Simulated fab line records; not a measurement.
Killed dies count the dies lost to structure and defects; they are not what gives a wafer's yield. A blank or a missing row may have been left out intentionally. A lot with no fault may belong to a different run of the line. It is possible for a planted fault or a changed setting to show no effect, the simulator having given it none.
Split-lot study || flow n5Finfet || 21 wafers read from 7 lots, route of 1938 steps

== SPLIT DETAILS ==
At N5_GATE_CUT_COAT_35 (time 60 s, resist thk 10 nm), the setting spinRpm was moved away from the recipe's 1500 rpm on 7 of the 21 wafers read, by -10.2% to +7.5%. For the rest of the wafers, this setting stayed at what the recipe calls for.

Reading taken at the split's own step.

== THE READING ==
SiARC_of_GATE_CUT_COAT_35.thkNm (the simulator's own value, which no gauge read), in nm, at N5_GATE_CUT_COAT_35 (time 60 s, resist thk 10 nm). No usual value for it is given in the file.

{"wafer": "L074.1", "tool, chamber at the split": "lithoTrack-05, 0", "spinRpm as run, rpm": 1500, "against the recipe": "recipe", "SiARC_of_GATE_CUT_COAT_35.thkNm, nm": 10, "against lot-mates on the recipe": "-"}
{"wafer": "L074.3", "tool, chamber at the split": "lithoTrack-05, 0", "spinRpm as run, rpm": 1500, "against the recipe": "recipe", "SiARC_of_GATE_CUT_COAT_35.thkNm, nm": 10, "against lot-mates on the recipe": "-"}
{"wafer": "L074.5", "tool, chamber at the split": "lithoTrack-05, 0", "spinRpm as run, rpm": 1500, "against the recipe": "recipe", "SiARC_of_GATE_CUT_COAT_35.thkNm, nm": 10, "against lot-mates on the recipe": "-"}
{"wafer": "L076.2", "tool, chamber at the split": "lithoTrack-03, 0", "spinRpm as run, rpm": 1604, "against the recipe": "+6.9%", "SiARC_of_GATE_CUT_COAT_35.thkNm, nm": 9.6, "against lot-mates on the recipe": -0.4}
{"wafer": "L076.3", "tool, chamber at the split": "lithoTrack-03, 0", "spinRpm as run, rpm": 1604, "against the recipe": "+6.9%", "SiARC_of_GATE_CUT_COAT_35.thkNm, nm": 9.6, "against lot-mates on the recipe": -0.4}
{"wafer": "L076.5", "tool, chamber at the split": "lithoTrack-03, 0", "spinRpm as run, rpm": 1500, "against the recipe": "recipe", "SiARC_of_GATE_CUT_COAT_35.thkNm, nm": 10, "against lot-mates on the recipe": "-"}
{"wafer": "L082.4", "tool, chamber at the split": "lithoTrack-03, 0", "spinRpm as run, rpm": 1612, "against the recipe": "+7.5%", "SiARC_of_GATE_CUT_COAT_35.thkNm, nm": 9.6, "against lot-mates on the recipe": -0.4}
{"wafer": "L082.6", "tool, chamber at the split": "lithoTrack-03, 0", "spinRpm as run, rpm": 1612, "against the recipe": "+7.5%", "SiARC_of_GATE_CUT_COAT_35.thkNm, nm": 9.6, "against lot-mates on the recipe": -0.4}
{"wafer": "L082.5", "tool, chamber at the split": "lithoTrack-03, 0", "spinRpm as run, rpm": 1500, "against the recipe": "recipe", "SiARC_of_GATE_CUT_COAT_35.thkNm, nm": 10, "against lot-mates on the recipe": "-"}
{"wafer": "L083.1", "tool, chamber at the split": "lithoTrack-03, 0", "spinRpm as run, rpm": 1500, "against the recipe": "recipe", "SiARC_of_GATE_CUT_COAT_35.thkNm, nm": 10, "against lot-mates on the recipe": "-"}
{"wafer": "L083.3", "tool, chamber at the split": "lithoTrack-03, 0", "spinRpm as run, rpm": 1500, "against the recipe": "recipe", "SiARC_of_GATE_CUT_COAT_35.thkNm, nm": 10, "against lot-mates on the recipe": "-"}
{"wafer": "L083.5", "tool, chamber at the split": "lithoTrack-03, 0", "spinRpm as run, rpm": 1500, "against the recipe": "recipe", "SiARC_of_GATE_CUT_COAT_35.thkNm, nm": 10, "against lot-mates on the recipe": "-"}
{"wafer": "L084.2", "tool, chamber at the split": "lithoTrack-02, 0", "spinRpm as run, rpm": 1347, "against the recipe": "-10.2%", "SiARC_of_GATE_CUT_COAT_35.thkNm, nm": 10.6, "against lot-mates on the recipe": "+0.6"}
{"wafer": "L084.4", "tool, chamber at the split": "lithoTrack-02, 0", "spinRpm as run, rpm": 1347, "against the recipe": "-10.2%", "SiARC_of_GATE_CUT_COAT_35.thkNm, nm": 10.6, "against lot-mates on the recipe": "+0.6"}
{"wafer": "L084.3", "tool, chamber at the split": "lithoTrack-02, 0", "spinRpm as run, rpm": 1500, "against the recipe": "recipe", "SiARC_of_GATE_CUT_COAT_35.thkNm, nm": 10, "against lot-mates on the recipe": "-"}
{"wafer": "L088.1", "tool, chamber at the split": "lithoTrack-03, 0", "spinRpm as run, rpm": 1500, "against the recipe": "recipe", "SiARC_of_GATE_CUT_COAT_35.thkNm, nm": 10, "against lot-mates on the recipe": "-"}
{"wafer": "L088.2", "tool, chamber at the split": "lithoTrack-03, 0", "spinRpm as run, rpm": 1500, "against the recipe": "recipe", "SiARC_of_GATE_CUT_COAT_35.thkNm, nm": 10, "against lot-mates on the recipe": "-"}
{"wafer": "L088.3", "tool, chamber at the split": "lithoTrack-03, 0", "spinRpm as run, rpm": 1598, "against the recipe": "+6.5%", "SiARC_of_GATE_CUT_COAT_35.thkNm, nm": 9.6, "against lot-mates on the recipe": -0.4}
{"wafer": "L090.1", "tool, chamber at the split": "lithoTrack-02, 0", "spinRpm as run, rpm": 1500, "against the recipe": "recipe", "SiARC_of_GATE_CUT_COAT_35.thkNm, nm": 10, "against lot-mates on the recipe": "-"}
{"wafer": "L090.2", "tool, chamber at the split": "lithoTrack-02, 0", "spinRpm as run, rpm": 1500, "against the recipe": "recipe", "SiARC_of_GATE_CUT_COAT_35.thkNm, nm": 10, "against lot-mates on the recipe": "-"}
{"wafer": "L090.4", "tool, chamber at the split": "lithoTrack-02, 0", "spinRpm as run, rpm": 1500, "against the recipe": "recipe", "SiARC_of_GATE_CUT_COAT_35.thkNm, nm": 10, "against lot-mates on the recipe": "-"}

THE FIT
A straight line over all 21 wafers: SiARC_of_GATE_CUT_COAT_35.thkNm changes by -0.0576 nm for each +1% of spinRpm; r = -1.00; the points scatter about the line by 0.011 nm.
The same after taking each lot's own level away (the mean of its wafers on the recipe; 21 wafers): -0.0576 nm for each +1%; r = -1.00; scatter 0.011 nm.
On that fit, the largest move of spinRpm shifts the reading by 0.59 nm.
The lots' own levels span 10.00 to 10.00 nm.
The two slopes are in agreement: the lot-to-lot level therefore moves the slope only a little.
Check: for one of the wafers moved furthest among these (-10.2%), held out of the fit, the line's prediction against its lot-mates is +0.586 nm. It came out at +0.6 nm against them.

== OTHER SPLITS ON THESE WAFERS ==
These wafers also went through other splits before the reading. Each is held against what the fit with the lots' levels taken away leaves over:
{"other split on the same wafers": "N5_SD_EPI_N_PEB_07 pebTimeS", "wafers away from the commonest value": 9, "r with SiARC_of_GATE_CUT_COAT_35.thkNm (lot level and that fit taken away)": -0.12}
{"other split on the same wafers": "N5_SD_EPI_N_ETCH_16 targetDepthA", "wafers away from the commonest value": 5, "r with SiARC_of_GATE_CUT_COAT_35.thkNm (lot level and that fit taken away)": "+0.03"}
{"other split on the same wafers": "N5_SD_EPI_N_EPI_21 timeS", "wafers away from the commonest value": 4, "r with SiARC_of_GATE_CUT_COAT_35.thkNm (lot level and that fit taken away)": -0.34}
{"other split on the same wafers": "N5_ILD0_ALD_15 aldCycles", "wafers away from the commonest value": 6, "r with SiARC_of_GATE_CUT_COAT_35.thkNm (lot level and that fit taken away)": -0.01}
{"other split on the same wafers": "N5_HKMG_FIN_ETCH_54 biasW", "wafers away from the commonest value": 5, "r with SiARC_of_GATE_CUT_COAT_35.thkNm (lot level and that fit taken away)": -0.37}
{"other split on the same wafers": "N5_HKMG_FIN_ETCH_58 sourceW", "wafers away from the commonest value": 3, "r with SiARC_of_GATE_CUT_COAT_35.thkNm (lot level and that fit taken away)": "+0.10"}

== FILE'S OWN FIT ==
SiARC_of_GATE_CUT_COAT_35.thkNm changes by -0.0578 nm for each +1% of spinRpm, r = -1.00.
